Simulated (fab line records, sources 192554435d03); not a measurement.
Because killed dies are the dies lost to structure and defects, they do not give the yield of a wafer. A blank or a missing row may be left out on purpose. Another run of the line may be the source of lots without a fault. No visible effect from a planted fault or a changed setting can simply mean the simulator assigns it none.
fab line records -- flow n5-finfet
[record] lots = 5, wafers = 15, last-day = 17
route steps=1938 shown BEOL_M11@1545
lots with no fault: from the same line, run without faults
start-h: the number of hours between the record's first day and the start of the first shown wafer of the lot -- wait-h: hours since the lot's step before -- " identical to the entry in the row above -- L1.1+2: several wafers, shown together as one row -- - no value present, or no start provided -- * or withheld: withheld -- < > ~ a bound
route shown NAME@n: NAME is a module with steps in the file, n the number in the route of the first one -- usual: the fault-free wafers' mean and standard deviation -- same: alike in all rows -- chamber/n: place in a boat -- sites: readings site by site -- _std_site: their standard deviation -- _edge_site: inner sites' mean taken away from outer sites' mean -- radius-mm: how far each site lies from the wafer's centre -- mask NAME#n: copy n -- behind: the last tool/chamber to shape the wafer -- hold: what put the lot on hold/how long, in hours/how the hold closed -- device: whichever transistor did not switch (one of n, p or np) -- end of line: the tests these same wafers got at the end of their route -- where a step has no rows: the recipe by itself -- killed: not the wafer's yield, but the dies lost to structure and defects at the first sort -- map: a wafer's dies, marking killed ones x, the rest . and places with no die _
set.NAME: setting as actually run; set.NAME@STEP: the setting as run at that earlier step -- model.NAME: the simulator's own value behind a step, which no gauge read
lots seen at some steps along the route; tables by step, rows by wafer
services: the hour from which a tool's chamber was out of use, counted from the record's first day as start-h (under 0 if before that day), plus the number of hours and why
[[steps]]
[step N5_BEOL_M11_SOFTBAKE_06]
[recipe] temp-c = 110, time-s = 60, resist = CAR-ArF
[step N5_BEOL_M11_EXPOSE_08]
[recipe] mask-id = M11, na = 1.35, source-shape = dipole, sigma-inner = 0.411, sigma-outer = 0.611, polarization = te, dose-mj = 53.75
[step N5_BEOL_M11_PEB_09]
[recipe] peb-temp-c = withheld, peb-time-s = 60, resist = CAR-ArF
[step N5_BEOL_M11_DEVELOP_10]
[recipe] develop-time-s = 30, developer = TMAH, resist = CAR-ArF, rinse-liquid = diw, dry = air-spin, dev-temp-c = 23
[step N5_BEOL_M11_CD_MEAS_11]
[recipe] target-cd-nm = 64.1, landing-energy-ev = 500, detector = se-inlens, polarity = opening
[usual] cd-nm = 64.1/0.52
lot.wafer,tool,chamber,start-h,wait-h,cd-nm
L511.2,cd-sem-01,0,269.12,-,65.2
L511.4,cd-sem-01,0,269.12,-,63.6
L511.5,cd-sem-01,0,269.12,-,64.0
L521.2,cd-sem-01,0,331.26,-,63.6
L521.3,cd-sem-01,0,331.26,-,63.8
L521.5,cd-sem-01,0,331.26,-,62.8
L520.1,cd-sem-01,0,339.04,-,63.9
L520.3,cd-sem-01,0,339.04,-,63.9
L520.5,cd-sem-01,0,339.04,-,64.2
L524.3,cd-sem-02,0,343.58,-,64.4
L524.4,cd-sem-02,0,343.58,-,64.1
L524.6,cd-sem-02,0,343.58,-,65.0
L523.2,cd-sem-02,0,365.08,-,64.1
L523.3,cd-sem-02,0,365.08,-,64.1
L523.4,cd-sem-02,0,365.08,-,64.1
[step N5_BEOL_M11_OVL_MEAS_12]
[recipe] points-per-wafer = 44
[usual] M11_OVL = 0.3/0.81
lot.wafer,tool,chamber,start-h,wait-h,M11_OVL[nm]
L511.2,overlay-02,0,269.15,0.0,-0.4
L511.4,overlay-02,0,269.15,0.0,-0.4
L511.5,overlay-02,0,269.15,0.0,1.2
L521.2,overlay-01,0,331.28,0.0,-0.4
L521.3,overlay-01,0,331.28,0.0,1.2
L521.5,overlay-01,0,331.28,0.0,0.1
L520.1,overlay-02,0,339.07,0.0,-0.2
L520.3,overlay-02,0,339.07,0.0,0.5
L520.5,overlay-02,0,339.07,0.0,1.5
L524.3,overlay-01,0,343.61,0.0,0.9
L524.4,overlay-01,0,343.61,0.0,-0.2
L524.6,overlay-01,0,343.61,0.0,0.6
L523.2,overlay-01,0,365.11,0.0,-0.1
L523.3,overlay-01,0,365.11,0.0,0.6
L523.4,overlay-01,0,365.11,0.0,0.4
[step N5_BEOL_M11_INSPECT_13]
[recipe] mode = adi, inspect-instrument = brightfield
[usual] raw-defect-count = 419/110
lot.wafer,tool,chamber,start-h,wait-h,raw-defect-count
L511.2,defect-inspect-01,-,269.17,0.0,319
L511.4,defect-inspect-01,-,269.17,0.0,386
L511.5,defect-inspect-01,-,269.17,0.0,380
L521.2,defect-inspect-02,-,331.31,0.0,378
L521.3,defect-inspect-02,-,331.31,0.0,368
L521.5,defect-inspect-02,-,331.31,0.0,398
L520.1,defect-inspect-01,-,339.10,0.0,360
L520.3,defect-inspect-01,-,339.10,0.0,407
L520.5,defect-inspect-01,-,339.10,0.0,277
L524.3,defect-inspect-01,-,343.64,0.0,315
L524.4,defect-inspect-01,-,343.64,0.0,333
L524.6,defect-inspect-01,-,343.64,0.0,310
L523.2,defect-inspect-02,-,365.13,0.0,649
L523.3,defect-inspect-02,-,365.13,0.0,408
L523.4,defect-inspect-02,-,365.13,0.0,598
[step N5_BEOL_M11_DESCUM_16]
[recipe] chemistry = O2, time-s = 7.9, source-power-w = 50, bias-power-w = 20, pressure-mtorr = 20, rf-frequency-hz = 2.712e+07, temp-c = 40, resist = CAR-ArF, o2-flow-sccm = 225
[usual] drypump-motor-current-A = 5.8/0.47, oes-product-au = 0.79/0.086, rf-vpp-V = 242.9/1.6, showerhead-plenum-p-Torr = 2.07/0.088, throttle-valve-pct = 20.5/0.32
[same] time-s = 7.9
lot.wafer,tool,chamber,start-h,wait-h,drypump-motor-current-A,oes-product-au,rf-hours-counter-h,rf-vpp-V,showerhead-plenum-p-Torr,throttle-valve-pct
L511.2,rie-diel-05,3,269.37,0.2,5.1,0.69,231,242.6,2.08,20.3
L511.4,rie-diel-05,3,269.37,0.2,5.1,0.69,-,243.3,2.08,20.3
L511.5,rie-diel-05,2,269.37,0.2,6.0,0.73,-,246.8,2.17,20.8
L521.2,rie-diel-05,1,331.87,0.6,5.6,0.96,16,244.1,2.14,20.2
L521.3,rie-diel-05,0,331.87,0.6,5.8,0.89,43,243.2,2.03,20.3
L521.5,rie-diel-05,1,331.87,0.6,5.6,0.95,-,243.8,2.14,20.2
L520.1,rie-diel-02,0,339.19,0.1,6.2,0.87,34,243.0,2.12,19.7
L520.3,rie-diel-02,2,339.19,0.1,5.3,0.76,167,242.3,2.01,20.5
L520.5,rie-diel-02,3,339.19,0.1,5.2,0.83,-,244.3,2.10,20.7
L524.3,rie-diel-06,0,343.67,0.0,5.2,0.72,178,241.3,1.91,20.8
L524.4,rie-diel-06,0,343.67,0.0,5.2,0.72,-,240.4,1.91,20.8
L524.6,rie-diel-06,3,343.67,0.0,6.0,0.66,-,241.5,1.97,20.7
L523.2,rie-diel-05,3,365.29,0.2,5.2,0.96,6,241.7,2.07,20.0
L523.3,rie-diel-05,2,365.29,0.2,6.0,0.71,198,241.9,2.16,20.9
L523.4,rie-diel-05,0,365.29,0.2,5.8,0.87,54,242.4,2.03,20.4
[step N5_BEOL_M11_ETCH_61]
[recipe] chemistry = CF4, target = SiARC, target-depth-a = 390, mask-material = CAR-ArF, time-s = 65, ion-energy-ev = 80, pressure-mtorr = 40, source-w = 545, bias-w = 36, Ar_flow_sccm = 100, cf4-flow-sccm = 100, ends = cleared
[step N5_BEOL_M11_ETCH_62]
[recipe] chemistry = N2/H2, target = SOC, target-depth-a = 1100, overetch-a = 220, mask-material = SiARC, temp-c = 40, time-s = 165, ion-energy-ev = 200, pressure-mtorr = 30, source-w = 840, bias-w = 150, n2-flow-sccm = 200, h2-flow-sccm = 200
[usual] bias-w = 150.0/0.45, drypump-motor-current-A = 5.8/0.46, oes-product-au = 0.67/0.068, rf-vpp-V = 523.3/3, showerhead-plenum-p-Torr = 2.52/0.11, throttle-valve-pct = 17.94/0.29
[same] time-s = 165
lot.wafer,tool,chamber,start-h,wait-h,bias-w,drypump-motor-current-A,oes-product-au,rf-hours-counter-h,rf-vpp-V,showerhead-plenum-p-Torr,throttle-valve-pct
L511.2,rie-diel-05,3,269.46,0.0,150.6,5.1,0.59,231,522.9,2.51,17.68
L511.4,rie-diel-05,3,269.46,0.0,150.3,5.2,0.60,-,523.1,2.51,17.70
L511.5,rie-diel-05,2,269.46,0.0,149.7,6.0,0.62,-,525.0,2.65,18.36
L521.2,rie-diel-05,1,331.96,0.0,149.8,5.6,0.79,16,525.3,2.61,17.69
L521.3,rie-diel-05,0,331.96,0.0,149.8,5.8,0.74,43,522.0,2.47,17.77
L521.5,rie-diel-05,1,331.96,0.0,149.6,5.6,0.79,-,525.2,2.61,17.69
L520.1,rie-diel-02,0,339.28,0.0,149.3,6.1,0.73,34,525.3,2.60,17.38
L520.3,rie-diel-02,2,339.28,0.0,149.5,5.3,0.64,167,521.3,2.43,17.87
L520.5,rie-diel-02,3,339.28,0.0,149.8,5.2,0.70,-,525.4,2.57,18.22
L524.3,rie-diel-06,0,343.75,0.0,150.0,5.3,0.62,178,518.2,2.33,18.15
L524.4,rie-diel-06,0,343.75,0.0,150.9,5.2,0.61,-,518.1,2.33,18.13
L524.6,rie-diel-06,3,343.75,0.0,150.1,6.0,0.58,-,520.4,2.38,18.10
L523.2,rie-diel-05,3,365.37,0.0,150.1,5.2,0.81,7,522.5,2.50,17.34
L523.3,rie-diel-05,2,365.37,0.0,149.0,6.0,0.61,198,526.5,2.64,18.40
L523.4,rie-diel-05,0,365.37,0.0,149.9,5.8,0.73,54,523.1,2.46,17.80
[step N5_BEOL_M11_STRIP_68]
[recipe] chemistry = N2/H2, temp-c = 40, n2-flow-sccm = 200, h2-flow-sccm = 200, rf-frequency-hz = 6e+07
[step N5_BEOL_M11_STRIP_67]
[recipe] chemistry = CF4, resist = SiARC, power-w = 300, bias-power-w = 75, pressure-mtorr = 50, cf4-flow-sccm = 150, rf-frequency-hz = 6e+07
[step N5_BEOL_M11_HM_OPEN_17]
[recipe] chemistry = Cl2/BCl3, target-depth-a = 200, overetch-a = 60, target = TiN, mask-material = SOC, ion-energy-ev = 150, pressure-mtorr = 10, icp-w = 1000, bias-w = 126, Cl2_flow_sccm = 53.25, bcl3-flow-sccm = 21.75, Ar_flow_sccm = 25
[usual] bias-w = 126.0/0.34, drypump-motor-current-A = 5.2/0.35, oes-product-au = 0.71/0.041, throttle-valve-pct = 22.19/0.23
lot.wafer,tool,chamber,start-h,wait-h,bias-w,drypump-motor-current-A,oes-product-au,rf-hours-counter-h,throttle-valve-pct,model.SOC_of_BEOL_M11_COAT_59.thk-nm,model.etch.depth-nm
L511.2,rie-metal-03,1,269.64,0.0,125.8,5.4,0.66,38,22.19,91.8,19.74
L511.4,rie-metal-03,1,269.64,0.0,126.1,5.4,0.66,-,22.20,91.8,19.67
L511.5,rie-metal-03,1,269.64,0.0,126.1,5.4,0.66,-,22.21,92.2,19.68
L521.2,rie-metal-03,1,332.15,0.0,126.2,5.4,0.64,45,22.22,92.2,19.83
L521.3,rie-metal-03,1,332.15,0.0,126.0,5.4,0.65,-,22.21,92,20.15
L521.5,rie-metal-03,1,332.15,0.0,125.9,5.4,0.65,-,22.21,92.4,20.13
L520.1,rie-metal-01,0,339.46,0.0,125.6,4.8,0.76,8,22.25,91.8,19.98
L520.3,rie-metal-01,0,339.46,0.0,125.9,4.8,0.76,-,22.25,92,20.05
L520.5,rie-metal-01,1,339.46,0.0,126.1,5.5,0.75,-,22.47,91.4,19.95
L524.3,rie-metal-03,1,343.97,0.1,125.9,5.4,0.64,-,22.23,91.6,19.68
L524.4,rie-metal-03,0,343.97,0.1,126.6,5.0,0.70,-,21.94,91.2,20.34
L524.6,rie-metal-03,1,343.97,0.1,126.1,5.4,0.65,-,22.21,91.2,19.98
L523.2,rie-metal-03,0,365.56,0.0,125.5,5.0,0.65,29,22.04,94.8,17.97
L523.3,rie-metal-03,0,365.56,0.0,126.2,5.0,0.64,-,22.05,94.6,17.93
L523.4,rie-metal-03,1,365.56,0.0,126.0,5.4,0.63,-,22.23,91.8,19.78
[step N5_BEOL_M11_STRIP_19]
[recipe] chemistry = O2, power-w = 400, temp-c = 40, pressure-mtorr = 30, rf-frequency-hz = 6e+07, bias-power-w = 0, overash-fraction = 0.2, o2-flow-sccm = 225
[step N5_BEOL_M11_CD_MEAS_18]
[recipe] pitch-nm = 140, target-cd-nm = 70
[usual] cd-nm = 70.0/0.64
lot.wafer,tool,chamber,start-h,wait-h,cd-nm
L511.2,cd-sem-02,-,269.87,0.1,70.5
L511.4,cd-sem-02,-,269.87,0.1,69.9
L511.5,cd-sem-02,-,269.87,0.1,69.8
L521.2,cd-sem-03,-,332.33,0.1,69.7
L521.3,cd-sem-03,-,332.33,0.1,69.6
L521.5,cd-sem-03,-,332.33,0.1,68.9
L520.1,cd-sem-01,-,339.64,0.0,69.7
L520.3,cd-sem-01,-,339.64,0.0,69.6
L520.5,cd-sem-01,-,339.64,0.0,70.5
L524.3,cd-sem-03,-,344.12,0.1,70.9
L524.4,cd-sem-03,-,344.12,0.1,69.8
L524.6,cd-sem-03,-,344.12,0.1,70.4
L523.2,cd-sem-03,-,365.74,0.1,69.3
L523.3,cd-sem-03,-,365.74,0.1,68.9
L523.4,cd-sem-03,-,365.74,0.1,70.1
[step N5_BEOL_M11_COAT_63]
[recipe] resist = SOC, temp-c = 250, time-s = 60, spin-rpm = 1500, resist-thk-nm = 100
[step N5_BEOL_M11_COAT_64]
[recipe] resist = SiARC, temp-c = 220, time-s = 60, spin-rpm = 1500, resist-thk-nm = 30
[step N5_BEOL_M11_COAT_22]
[recipe] resist = CAR-ArF, spin-rpm = 1500, resist-thk-nm = 90
[step N5_BEOL_M11_EBR_24]
[recipe] solvent = PGMEA, ebr-width-mm = 1.5
[step N5_BEOL_M11_SOFTBAKE_23]
[recipe] temp-c = 110, time-s = 60, resist = CAR-ArF
[step N5_BEOL_M11_EXPOSE_25]
[recipe] mask-id = V10, na = 1.35, source-shape = annular, sigma-inner = 0.5, sigma-outer = 0.8, polarization = unpolarized, dose-mj = 85.5
[step N5_BEOL_M11_PEB_26]
[recipe] peb-temp-c = withheld, peb-time-s = 60, resist = CAR-ArF
[step N5_BEOL_M11_DEVELOP_27]
[recipe] develop-time-s = 30, developer = TMAH, resist = CAR-ArF, rinse-liquid = diw, dry = air-spin, dev-temp-c = 23
[step N5_BEOL_M11_CD_MEAS_28]
[recipe] target-cd-nm = 70, landing-energy-ev = 500, detector = se-inlens, polarity = opening
[usual] cd-nm = 70.2/0.87
lot.wafer,tool,chamber,start-h,wait-h,cd-nm
L511.2,cd-sem-03,0,271.13,-,70.0
L511.4,cd-sem-03,0,271.13,-,69.9
L511.5,cd-sem-03,0,271.13,-,71.3
L521.2,cd-sem-01,0,333.73,-,69.2
L521.3,cd-sem-01,0,333.73,-,69.6
L521.5,cd-sem-01,0,333.73,-,70.0
L520.1,cd-sem-03,0,342.15,-,70.4
L520.3,cd-sem-03,0,342.15,-,70.0
L520.5,cd-sem-03,0,342.15,-,70.2
L524.3,cd-sem-01,0,347.80,-,70.8
L524.4,cd-sem-01,0,347.80,-,70.8
L524.6,cd-sem-01,0,347.80,-,69.8
L523.2,cd-sem-01,0,368.65,-,71.3
L523.3,cd-sem-01,0,368.65,-,71.2
L523.4,cd-sem-01,0,368.65,-,71.3
[step N5_BEOL_M11_OVL_MEAS_29]
[recipe] points-per-wafer = 44
[usual] V10_OVL = 0.4/0.79
lot.wafer,tool,chamber,start-h,wait-h,V10_OVL[nm]
L511.2,overlay-01,0,271.16,0.0,-0.8
L511.4,overlay-01,0,271.16,0.0,-0.2
L511.5,overlay-01,0,271.16,0.0,-0.8
L521.2,overlay-01,0,333.76,0.0,0.4
L521.3,overlay-01,0,333.76,0.0,0.1
L521.5,overlay-01,0,333.76,0.0,0.0
L520.1,overlay-02,0,342.18,0.0,0.3
L520.3,overlay-02,0,342.18,0.0,1.2
L520.5,overlay-02,0,342.18,0.0,0.9
L524.3,overlay-02,0,347.82,0.0,-0.5
L524.4,overlay-02,0,347.82,0.0,-0.4
L524.6,overlay-02,0,347.82,0.0,0.7
L523.2,overlay-02,0,368.67,0.0,-0.1
L523.3,overlay-02,0,368.67,0.0,0.5
L523.4,overlay-02,0,368.67,0.0,0.7
[step N5_BEOL_M11_INSPECT_30]
[recipe] mode = adi, inspect-instrument = brightfield
[usual] raw-defect-count = 422/100
lot.wafer,tool,chamber,start-h,wait-h,raw-defect-count
L511.2,defect-inspect-02,-,271.18,0.0,369
L511.4,defect-inspect-02,-,271.18,0.0,430
L511.5,defect-inspect-02,-,271.18,0.0,444
L521.2,defect-inspect-02,-,333.78,0.0,337
L521.3,defect-inspect-02,-,333.78,0.0,366
L521.5,defect-inspect-02,-,333.78,0.0,385
L520.1,defect-inspect-01,-,342.20,0.0,363
L520.3,defect-inspect-01,-,342.20,0.0,419
L520.5,defect-inspect-01,-,342.20,0.0,279
L524.3,defect-inspect-02,-,347.85,0.0,354
L524.4,defect-inspect-02,-,347.85,0.0,409
L524.6,defect-inspect-02,-,347.85,0.0,334
L523.2,defect-inspect-01,-,368.70,0.0,585
L523.3,defect-inspect-01,-,368.70,0.0,361
L523.4,defect-inspect-01,-,368.70,0.0,527
[step N5_BEOL_M11_DESCUM_33]
[recipe] chemistry = O2, time-s = 7.9, source-power-w = 50, bias-power-w = 20, pressure-mtorr = 20, rf-frequency-hz = 2.712e+07, temp-c = 40, resist = CAR-ArF, o2-flow-sccm = 225
[usual] drypump-motor-current-A = 5.8/0.48, oes-product-au = 0.80/0.086, rf-vpp-V = 242.8/1.7, showerhead-plenum-p-Torr = 2.07/0.084, throttle-valve-pct = 20.5/0.32
[same] time-s = 7.9
lot.wafer,tool,chamber,start-h,wait-h,drypump-motor-current-A,oes-product-au,rf-hours-counter-h,rf-vpp-V,showerhead-plenum-p-Torr,throttle-valve-pct
L511.2,rie-diel-06,2,271.29,0.1,6.1,0.87,42,242.4,2.13,20.6
L511.4,rie-diel-06,2,271.29,0.1,6.1,0.87,-,244.6,2.13,20.6
L511.5,rie-diel-06,1,271.29,0.1,6.4,0.73,-,243.0,2.08,20.8
L521.2,rie-diel-06,3,333.82,0.0,6.0,0.67,243,241.4,1.97,20.7
L521.3,rie-diel-06,1,333.82,0.0,6.5,0.72,222,241.5,2.07,20.8
L521.5,rie-diel-06,1,333.82,0.0,6.5,0.72,-,243.9,2.07,20.9
L520.1,rie-diel-06,1,342.24,0.0,6.5,0.72,225,243.2,2.07,20.9
L520.3,rie-diel-06,0,342.24,0.0,5.2,0.72,177,241.1,1.91,20.8
L520.5,rie-diel-06,0,342.24,0.0,5.3,0.71,-,240.0,1.91,20.8
L524.3,rie-diel-06,2,348.18,0.3,6.1,0.84,64,243.5,2.12,20.6
L524.4,rie-diel-06,3,348.18,0.3,6.0,0.68,249,239.5,1.97,20.7
L524.6,rie-diel-06,0,348.18,0.3,5.3,0.72,-,239.7,1.91,20.8
L523.2,rie-diel-06,1,368.73,0.0,6.5,0.71,232,243.0,2.07,20.9
L523.3,rie-diel-06,2,368.73,0.0,6.1,0.83,72,244.5,2.12,20.6
L523.4,rie-diel-06,0,368.73,0.0,5.3,0.71,-,239.2,1.91,20.8
[step N5_BEOL_M11_ETCH_65]
[recipe] chemistry = CF4, target = SiARC, target-depth-a = 390, mask-material = CAR-ArF, time-s = 65, ion-energy-ev = 80, pressure-mtorr = 40, source-w = 545, bias-w = 36, Ar_flow_sccm = 100, cf4-flow-sccm = 100, ends = cleared
[step N5_BEOL_M11_ETCH_66]
[recipe] chemistry = N2/H2, target = SOC, target-depth-a = 1200, overetch-a = 240, mask-material = SiARC, temp-c = 40, time-s = 180, ion-energy-ev = 200, pressure-mtorr = 30, source-w = 840, bias-w = 150, n2-flow-sccm = 200, h2-flow-sccm = 200
[step N5_BEOL_M11_STRIP_69]
[recipe] chemistry = N2/H2, temp-c = 40, n2-flow-sccm = 200, h2-flow-sccm = 200, rf-frequency-hz = 6e+07
[step N5_BEOL_M11_VIA_ETCH_34]
[recipe] chemistry = C4F6/O2, target = SiCOH_lowk, target-depth-a = 1845, mask-material = SOC, taper-deg = 4, time-s = 69.2, ion-energy-ev = 250, pressure-mtorr = 30, source-w = 345, bias-w = 185, Ar_flow_sccm = 300, C4F6_flow_sccm = 10, O2_flow_sccm = 10
[step N5_BEOL_M11_STRIP_73]
[recipe] chemistry = C4F6/O2, resist = SiARC, rf-frequency-hz = 6e+07
[step N5_BEOL_M11_STRIP_36]
[recipe] chemistry = N2/H2, power-w = 450, temp-c = 40, pressure-mtorr = 20, rf-frequency-hz = 6e+07, overash-fraction = 0.3, bias-power-w = 7, h2-frac = 0.5, n2-flow-sccm = 200, h2-flow-sccm = 200
[usual] drypump-motor-current-A = 5.8/0.48, oes-product-au = 0.80/0.087, rf-vpp-V = 59.1/1.7, showerhead-plenum-p-Torr = 2.51/0.11, throttle-valve-pct = 23.81/0.26
lot.wafer,tool,chamber,start-h,wait-h,drypump-motor-current-A,oes-product-au,rf-hours-counter-h,rf-vpp-V,showerhead-plenum-p-Torr,throttle-valve-pct
L511.2,rie-diel-06,2,271.56,0.0,6.1,0.89,42,60.2,2.59,23.71
L511.4,rie-diel-06,2,271.56,0.0,6.1,0.89,-,57.6,2.59,23.73
L511.5,rie-diel-06,1,271.56,0.0,6.5,0.73,-,61.1,2.50,23.88
L521.2,rie-diel-06,3,334.09,0.0,6.0,0.66,243,57.9,2.38,23.82
L521.3,rie-diel-06,1,334.09,0.0,6.5,0.73,222,56.6,2.49,23.91
L521.5,rie-diel-06,1,334.09,0.0,6.5,0.72,-,55.1,2.49,23.90
L520.1,rie-diel-06,1,342.51,0.0,6.5,0.70,226,59.1,2.49,23.89
L520.3,rie-diel-06,0,342.51,0.0,5.3,0.71,177,59.4,2.33,23.92
L520.5,rie-diel-06,0,342.51,0.0,5.3,0.71,-,57.8,2.33,23.95
L524.3,rie-diel-06,2,348.45,0.0,6.1,0.83,64,59.5,2.58,23.77
L524.4,rie-diel-06,3,348.45,0.0,6.0,0.66,249,60.1,2.38,23.84
L524.6,rie-diel-06,0,348.45,0.0,5.2,0.70,-,58.6,2.32,23.95
L523.2,rie-diel-06,1,369.00,0.0,6.5,0.72,232,59.6,2.49,23.91
L523.3,rie-diel-06,2,369.00,0.0,6.1,0.85,73,59.0,2.57,23.75
L523.4,rie-diel-06,0,369.00,0.0,5.3,0.71,-,60.4,2.32,23.98
[step N5_BEOL_M11_TRENCH_ETCH_37]
[recipe] chemistry = C4F6/O2, target-depth-a = 1488.3, target = SiCOH_lowk, time-s = 48, ion-energy-ev = 250, pressure-mtorr = 30, source-w = 345, bias-w = 185, Ar_flow_sccm = 300, C4F6_flow_sccm = 10, O2_flow_sccm = 10
[usual] bias-w = 184.9/0.55, drypump-motor-current-A = 5.8/0.48, oes-product-au = 0.80/0.084, rf-vpp-V = 670/11, showerhead-plenum-p-Torr = 2.82/0.11, throttle-valve-pct = 21.0/0.32
[same] time-s = 48
lot.wafer,tool,chamber,start-h,wait-h,bias-w,drypump-motor-current-A,oes-product-au,rf-hours-counter-h,rf-vpp-V,showerhead-plenum-p-Torr,throttle-valve-pct
L511.2,rie-diel-06,2,-,-,184.3,6.1,0.87,42,675,2.88,21.0
L511.4,rie-diel-06,2,-,-,184.8,6.1,0.87,-,674,2.88,21.0
L511.5,rie-diel-06,1,-,-,184.8,6.5,0.73,-,660,2.82,21.3
L521.2,rie-diel-06,3,-,-,185.3,6.0,0.68,244,689,2.71,21.3
L521.3,rie-diel-06,1,-,-,185.5,6.5,0.71,222,661,2.81,21.3
L521.5,rie-diel-06,1,-,-,184.8,6.5,0.72,-,659,2.81,21.3
L520.1,rie-diel-06,1,-,-,184.9,6.5,0.71,226,659,2.81,21.3
L520.3,rie-diel-06,0,-,-,184.4,5.2,0.73,177,661,2.60,21.2
L520.5,rie-diel-06,0,-,-,185.4,5.3,0.72,-,659,2.60,21.2
L524.3,rie-diel-06,2,-,-,184.6,6.1,0.84,64,674,2.87,21.0
L524.4,rie-diel-06,3,-,-,185.5,6.0,0.67,249,689,2.71,21.4
L524.6,rie-diel-06,0,-,-,186.0,5.2,0.72,-,660,2.60,21.2
L523.2,rie-diel-06,1,-,-,184.7,6.5,0.71,232,661,2.80,21.3
L523.3,rie-diel-06,2,-,-,185.1,6.1,0.83,73,673,2.86,21.0
L523.4,rie-diel-06,0,-,-,185.3,5.3,0.72,-,660,2.60,21.2
[step N5_BEOL_M11_ETCH_41]
[recipe] chemistry = CH3F/O2, target = SiCN, target-depth-a = 426, taper-deg = 2, time-s = 86, ion-energy-ev = 120, mask-material = TiN, pressure-mtorr = 30, source-w = 395, bias-w = 75, Ar_flow_sccm = 150, CH3F_flow_sccm = 30, O2_flow_sccm = 20
[step N5_BEOL_M11_STRIP_77]
[recipe] chemistry = N2/H2, time-s = 10, power-w = 450, temp-c = 40, pressure-mtorr = 20, rf-frequency-hz = 6e+07, bias-power-w = 7, n2-flow-sccm = 200, h2-flow-sccm = 200
[step N5_BEOL_M11_OCD_MEAS_38]
[usual] trench-depth-nm = 149.2/2.1
lot.wafer,tool,chamber,start-h,wait-h,trench-depth-nm
L511.2,ocd-02,-,271.78,-,146.9
L511.4,ocd-02,-,271.78,-,146.3
L511.5,ocd-02,-,271.78,-,150.1
L521.2,ocd-02,-,334.31,-,145.8
L521.3,ocd-02,-,334.31,-,148.2
L521.5,ocd-02,-,334.31,-,148.3
L520.1,ocd-02,-,342.73,-,147.9
L520.3,ocd-02,-,342.73,-,149.9
L520.5,ocd-02,-,342.73,-,149.5
L524.3,ocd-01,-,348.68,-,146.5
L524.4,ocd-01,-,348.68,-,144.2
L524.6,ocd-01,-,348.68,-,148.1
L523.2,ocd-02,-,369.23,-,93.3
L523.3,ocd-02,-,369.23,-,102.0
L523.4,ocd-02,-,369.23,-,148.6
[step N5_BEOL_M11_HM_STRIP_39]
[recipe] chemistry = peroxide-tin-strip, material = TiN, target-depth-a = 250, temp-c = 50, time-s = 158
[[services]]
tool,chamber,start-h,hours,kind
rie-diel-05,1,264.80,-,clean
rie-diel-05,1,264.80,-,consumable-replace:focus-ring
rie-diel-05,1,264.80,21.0,scheduled-down
rie-diel-05,1,264.80,21.0,vent-cycle
rie-diel-06,-,299.45,1.1,repair
rie-diel-05,2,308.01,10.4,repair
rie-diel-05,3,329.66,-,clean
rie-diel-05,3,329.66,-,consumable-replace:focus-ring
rie-diel-02,0,347.03,9.0,repair
rie-diel-06,3,352.48,-,clean
rie-diel-06,3,352.48,-,consumable-replace:focus-ring
rie-diel-06,3,352.48,-,consumable-replace:showerhead
rie-diel-06,3,352.48,16.5,scheduled-down
rie-diel-06,3,352.48,16.5,vent-cycle
rie-diel-06,1,354.73,9.2,repair
[[key]]
[first-sign] step = N5_BEOL_M11_OCD_MEAS_38, reading = trench-depth-nm, direction = down, sigmas = 25, usual = 149.2, struck = 97.7
effect none on later readings
[model-effect] step = N5_BEOL_M11_HM_OPEN_17, value = SOC_of_BEOL_M11_COAT_59.thk-nm, without = 91.9, struck = 94.7
met-at N5_BEOL_M11_HM_OPEN_17
struck-wafers L523.2,L523.3
sort-left-out L523.2,L523.3
onset-between 343.97 365.56
[fault] kind = process-parameter-drift, tool = rie-metal-03, chamber = -, onset-h = 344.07, steps = N5_BEOL_M11_HM_OPEN_17, channel = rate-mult, offset = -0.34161, shape = step, end-h = 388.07, scope = struck-wafers-only
// sort-left-out: the simulated sort isn't trusted on such a fault, so these wafers' sort isn't shown, and their yield isn't known
